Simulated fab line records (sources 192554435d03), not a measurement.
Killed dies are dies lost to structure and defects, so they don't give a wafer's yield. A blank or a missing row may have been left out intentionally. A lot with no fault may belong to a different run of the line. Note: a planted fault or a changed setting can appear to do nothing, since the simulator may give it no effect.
Matching of chambers || flow n5Finfet || N5_HKMG_FIN_PWFM_ALD_03 on aldMetal-04 has 4 sister chambers
The step deposits TiN, target thk 2 nm, pulse time 1 s, purge time 3 s. 8 wafers are shown with their chamber, then 7 later ones without.

WAFERS PAIRED WITH THEIR CHAMBERS
{"wafer": "L077.4", "chamber": 0, "heaterPowerW (W)": 816, "precursorPulseHeightRel": 0.959}
{"wafer": "L085.4", "chamber": 0, "heaterPowerW (W)": 798, "precursorPulseHeightRel": 0.999}
{"wafer": "L085.6", "chamber": 2, "heaterPowerW (W)": 841, "precursorPulseHeightRel": 0.995}
{"wafer": "L088.1", "chamber": 1, "heaterPowerW (W)": 789, "precursorPulseHeightRel": 0.989}
{"wafer": "L088.2", "chamber": 2, "heaterPowerW (W)": 831, "precursorPulseHeightRel": 0.989}
{"wafer": "L088.3", "chamber": 3, "heaterPowerW (W)": 803, "precursorPulseHeightRel": 1.026}
{"wafer": "L091.3", "chamber": 1, "heaterPowerW (W)": 792, "precursorPulseHeightRel": 0.997}
{"wafer": "L091.4", "chamber": 3, "heaterPowerW (W)": 829, "precursorPulseHeightRel": 1.036}

WAFERS WHOSE CHAMBER IS MISSING
{"wafer": "L091.6", "heaterPowerW (W)": 809, "precursorPulseHeightRel": 0.983}
{"wafer": "L092.2", "heaterPowerW (W)": 794, "precursorPulseHeightRel": 0.980}
{"wafer": "L092.4", "heaterPowerW (W)": 811, "precursorPulseHeightRel": 0.984}
{"wafer": "L092.6", "heaterPowerW (W)": 812, "precursorPulseHeightRel": 0.976}
{"wafer": "L096.2", "heaterPowerW (W)": 858, "precursorPulseHeightRel": 0.990}
{"wafer": "L096.3", "heaterPowerW (W)": 796, "precursorPulseHeightRel": 0.993}
{"wafer": "L096.5", "heaterPowerW (W)": 788, "precursorPulseHeightRel": 0.978}

WHICH CHAMBER EACH ONE RAN IN
{"wafer": "L091.6", "from the rows above": "can't be placed: 0 or 1", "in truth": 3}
{"wafer": "L092.2", "from the rows above": "can't be placed: 1 or 0", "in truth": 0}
{"wafer": "L092.4", "from the rows above": "can't be placed: 0 or 1 or 2", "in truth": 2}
{"wafer": "L092.6", "from the rows above": "can't be placed: 0 or 1 or 2", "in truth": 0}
{"wafer": "L096.2", "from the rows above": 2, "in truth": 2}
{"wafer": "L096.3", "from the rows above": "can't be placed: 1 or 0", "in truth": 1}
{"wafer": "L096.5", "from the rows above": "can't be placed: 1 or 0", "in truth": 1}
1 of 7 placed correctly. Can't be placed from these rows: 6 (the true chamber is among the candidates in 5). Wrongly placed: 0.
How it was worked out, from the rows above alone: a wafer's distance from a chamber is the root of the sum, over the readings, of the square of ((its reading less the chamber's mean) divided by the reading's scatter). If the next closest chamber is less than 2 further off than the closest, the wafer can't be placed; otherwise it belongs to the closest. A chamber's mean is the mean of its shown wafers. How the scatter is found: for the shown wafers, subtract from each reading the mean of its chamber, square and add these, divide the total by (wafers less chambers), then take the root.
